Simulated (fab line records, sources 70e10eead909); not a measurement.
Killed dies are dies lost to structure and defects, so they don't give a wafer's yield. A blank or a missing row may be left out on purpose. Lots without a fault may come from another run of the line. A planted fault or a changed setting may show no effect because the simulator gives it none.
One fault seen from 3 desks | flow nand_harc | each desk has only its own numbers; what lay behind them comes last

THE METROLOGY DESK
What the gauges read, lot by lot, whatever tool the lot ran on: means of the sampled wafers that have a number. A lot is out of limits, marked OUT, if its mean lies more than 4 standard deviations from the usual mean; the brackets give that distance.
Columns: A = cd_nm at NHARC_A_BLC_CD_MEAS_10, usual 100.0 nm; B = overlay_x_nm at NHARC_A_BLC_OVL_MEAS_11, usual 0.0 nm; C = overlay_y_nm at NHARC_A_BLC_OVL_MEAS_11, usual -0.2 nm
lot  | first seen here | A     | B    | C
L229 | day 22 22:04    | 100.0 | 0.4  | -0.9
L238 | day 26 11:25    | 99.4  | -0.6 | -0.3
L243 | day 28 03:43    | 101.3 | 0.5  | -2.2
L242 | day 28 10:36    | 100.1 | 0.2  | 1.6
L247 | day 29 22:27    | 100.4 | 0.4  | 0.5
L250 | day 31 21:37    | 100.0 | 0.3  | 0.8
This desk's finding: nothing out of limits on any of the 6 lots.

THE DEFECT DESK
What the inspections along the route counted, lot by lot: means of the sampled wafers that have a number. A lot is out of limits, marked OUT, if its mean lies more than 4 standard deviations from the usual mean; the brackets give that distance.
Columns: A = raw_defect_count at NHARC_A_BLC_INSPECT_12, usual 84
lot  | first seen here | A
L229 | day 22 22:11    | 53
L238 | day 26 11:32    | 84
L243 | day 28 03:50    | 108
L242 | day 28 10:43    | 161
L247 | day 29 22:35    | 80
L250 | day 31 21:45    | 144
This desk's finding: nothing out of limits on any of the 6 lots.

THE TOOL OWNER'S DESK: rie_diel-12
The tool's own readings at NHARC_A_BLC_ETCH_16 (etches the open film in CF4, target depth 39 nm, time 65 s): means of the sampled wafers that have a number, for each lot that ran on this tool. A lot is out of limits, marked OUT, if its mean lies more than 4 standard deviations from the usual mean; the brackets give that distance.
Columns: A = drypump_motor_current_A at NHARC_A_BLC_ETCH_16, usual 5.8 A; B = oes_product_au at NHARC_A_BLC_ETCH_16, usual 0.999 a.u.; C = rf_vpp_V at NHARC_A_BLC_ETCH_16, usual 151.0 V; D = showerhead_plenum_p_Torr at NHARC_A_BLC_ETCH_16, usual 1.74 Torr; E = throttle_valve_pct at NHARC_A_BLC_ETCH_16, usual 13.285 %
lot  | first seen here | A   | B                | C     | D    | E
L238 | day 26 11:41    | 5.8 | 1.002            | 150.5 | 1.72 | 13.285
L243 | day 28 03:59    | 5.5 | 0.938 (-4.4) OUT | 150.8 | 1.71 | 13.281
L242 | day 28 10:52    | 6.0 | 0.867 (-9.4) OUT | 151.6 | 1.75 | 13.286
This desk's finding: out of limits on L242, L243; first on L243, day 28 03:59 (oes_product_au at NHARC_A_BLC_ETCH_16). In limits: L238.

PUT TOGETHER
The tool owner's desk could have raised an alarm at day 28 03:59, on L242, L243.
The metrology desk saw nothing out of limits.
The defect desk saw nothing out of limits.
The metrology desk has L242, L243 on record, within its limits.
The defect desk has L242, L243 on record, within its limits.
Of the lots named, all ran NHARC_A_BLC_ETCH_16 on rie_diel-12.

WHAT THE SIMULATOR HAD PUT IN
Process parameter drift: rie_diel-12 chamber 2, from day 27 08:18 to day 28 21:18, at NHARC_A_BLC_ETCH_16. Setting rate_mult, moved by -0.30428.
Lots struck among those shown: L242, L243.
Hours from the fault's start to each desk's first reading out of limits: the tool owner's desk, 20.
